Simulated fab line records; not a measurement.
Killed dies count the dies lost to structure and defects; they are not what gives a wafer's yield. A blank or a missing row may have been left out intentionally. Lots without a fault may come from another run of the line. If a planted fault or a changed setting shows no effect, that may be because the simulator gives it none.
Which tool was responsible? -- flow nand harc -- 14 lots with 42 wafers sampled at 5 steps, on a route of 1302 steps

== WHAT EACH GAUGE READ, for each wafer ==
NHARC_A_ONON_D1_THK_MEAS_18: measures by ellipsometry. Usual: thk nm reads 1000 nm (standard deviation 8.9).
lot,measured,on,thk nm (nm),flag
L187,day 7 22:30,film metro-02,993 993 994,
L188,day 8 17:47,film metro-01,994 994 993,
L191,day 9 17:19,film metro-02,991 991 991,
L192,day 10 04:22,film metro-01,1002 1000 1002,
L195,day 11 16:22,film metro-01,1006 1007 1006,
L197,day 12 06:55,film metro-02,1008 1007 1008,
L203,day 14 21:52,film metro-02,987 987 988,
L204,day 14 21:52,film metro-01,993 993 993,
L205,day 15 14:56,film metro-01,996 997 996,
L206,day 16 00:37,film metro-02,1019 1021 1020,
L208,day 16 19:23,film metro-01,988 986 988,
L207,day 17 08:12,film metro-01,1003 1002 1001,
L209,day 17 15:16,film metro-01,1015 1014 1013,
L210,day 17 15:16,film metro-02,998 997 997,

NHARC_A_ONON_D1_THK_MEAS_21: measures by ellipsometry. Usual: thk nm reads 1005 nm (standard deviation 11).
lot,measured,on,thk nm (nm),flag
L187,day 7 23:04,film metro-02,1011 1008 1010,
L188,day 8 18:21,film metro-01,1011 1012 1012,
L191,day 9 17:53,film metro-02,1000 1001 1000,
L192,day 10 04:56,film metro-02,994 994 996,
L195,day 11 16:56,film metro-02,1004 1006 1006,
L197,day 12 07:37,film metro-02,982 982 983,
L203,day 14 22:26,film metro-02,1009 1011 1010,
L204,day 14 22:26,film metro-01,1020 1020 1018,
L205,day 15 15:30,film metro-01,1001 1000 1001,
L206,day 16 01:11,film metro-01,988 988 987,
L208,day 16 19:57,film metro-01,1004 1005 1004,
L207,day 17 08:46,film metro-01,993 992 995,
L209,day 17 15:50,film metro-01,1003 1004 1006,
L210,day 17 15:50,film metro-02,993 995 991,

NHARC_A_ONON_D1_THK_MEAS_30: measures by ellipsometry. Usual: thk nm reads 1004 nm (standard deviation 11).
lot,measured,on,thk nm (nm),flag
L187,day 8 00:47,film metro-02,987 991 988,
L188,day 8 20:04,film metro-02,995 994 995,
L191,day 9 19:35,film metro-02,1006 1006 1004,
L192,day 10 06:39,film metro-02,1015 1018 1018,
L195,day 11 18:38,film metro-01,992 990 991,
L197,day 12 09:25,film metro-01,1001 1004 1000,
L203,day 15 00:09,film metro-01,1022 1021 1022,
L204,day 15 00:10,film metro-02,1005 1002 1005,
L205,day 15 17:12,film metro-02,984 986 986,
L206,day 16 02:56,film metro-02,1009 1010 1009,
L208,day 16 21:42,film metro-01,989 990 987,
L207,day 17 10:27,film metro-02,1004 1001 1002,
L209,day 17 17:32,film metro-02,1011 1014 1011,
L210,day 17 17:31,film metro-01,997 997 996,

NHARC_A_CHANNEL_HOLE_D1_CD_MEAS_10 targets a cd of 100 nm. Usual: cd nm reads 100.0 nm (standard deviation 0.42).
lot,measured,on,cd nm (nm),flag
L187,day 8 10:35,cd sem-01,99.5 100.3 99.6,
L188,day 9 01:56,cd sem-01,100.0 100.2 99.4,
L191,day 9 23:07,cd sem-02,100.7 99.8 99.8,
L192,day 10 09:53,cd sem-02,100.1 99.1 100.0,
L195,day 12 01:06,cd sem-03,99.5 100.0 99.3,
L197,day 12 13:03,cd sem-02,100.1 100.0 100.0,
L203,day 15 03:39,cd sem-03,102.0 99.6 101.4,
L204,day 15 05:34,cd sem-02,99.7 99.6 99.3,
L205,day 15 20:20,cd sem-01,99.4 99.4 101.8,
L206,day 16 06:08,cd sem-02,100.0 99.6 99.6,
L208,day 17 00:55,cd sem-02,100.2 99.9 99.8,
L207,day 17 14:52,cd sem-01,101.6 100.7 100.5,
L209,day 18 02:07,cd sem-01,100.0 99.8 100.4,
L210,day 18 01:20,cd sem-01,100.0 100.1 100.2,

== TOOL THAT RAN EACH LOT (tool first, then ch and the chambers of the sampled wafers, then the start) ==
lot,NHARC_A_CHANNEL_HOLE_D1_DEVELOP_09
L187,"litho track-04 ch 0, day 8 10:00"
L188,"litho track-04 ch 0, day 9 01:00"
L191,"litho track-01 ch 0, day 9 23:00"
L192,"litho track-01 ch 0, day 10 09:00"
L195,"litho track-01 ch 0, day 12 01:00"
L197,"litho track-04 ch 0, day 12 12:00"
L203,"litho track-04 ch 0, day 15 03:00"
L204,"litho track-06 ch 0, day 15 05:00"
L205,"litho track-04 ch 0, day 15 20:00"
L206,"litho track-01 ch 0, day 16 06:00"
L208,"litho track-01 ch 0, day 17 00:00"
L207,"litho track-06 ch 0, day 17 14:00"
L209,"litho track-01 ch 0, day 18 02:00"
L210,"litho track-01 ch 0, day 18 01:00"
- NHARC_A_CHANNEL_HOLE_D1_DEVELOP_09: develop time 35 s.

== AS READ BY THE TOOLS THEMSELVES (means over the sampled wafers that have a number; for cases with no such wafer, the mark the record gives instead) ==
NHARC_A_CHANNEL_HOLE_D1_DEVELOP_09. Usual: chill plate temp C 23.02 C, standard deviation 0.097; exhaust pa 44.9 Pa, standard deviation 0.94.
lot,tool,chill plate temp C (C),exhaust pa (Pa),flag
L187,litho track-04,23.05,45.2,
L188,litho track-04,23.01,44.8,
L191,litho track-01,23.01,44.6,
L192,litho track-01,23.07,43.3,
L195,litho track-01,23.04,45.7,
L197,litho track-04,23.01,45.5,
L203,litho track-04,22.98,45.8,
L204,litho track-06,23.03,43.9,
L205,litho track-04,23.06,45.1,
L206,litho track-01,22.90,44.6,
L208,litho track-01,22.91,45.2,
L207,litho track-06,22.98,44.3,
L209,litho track-01,23.01,45.3,
L210,litho track-01,23.18,45.2,

== THE ANSWER, worked out from the rows above alone ==
Rule: a lot is off if the mean of its wafers that have a number lies more than 3 standard deviations from the usual mean. A lot without any number at a reading at which 4 lots or more have one is off too. Where the step has rows for the other lots, those lots are counted as sound. First the gauges in route order, then the tools' own readings, where a lot's mean is used as printed above. The first step at which some lot is off is used, and at that step the reading that is off furthest; a lot without a number counts as furthest.
Across all readings shown, no lot is off: no conclusion can be drawn from this.

== WHAT THE SIMULATOR PUT IN ==
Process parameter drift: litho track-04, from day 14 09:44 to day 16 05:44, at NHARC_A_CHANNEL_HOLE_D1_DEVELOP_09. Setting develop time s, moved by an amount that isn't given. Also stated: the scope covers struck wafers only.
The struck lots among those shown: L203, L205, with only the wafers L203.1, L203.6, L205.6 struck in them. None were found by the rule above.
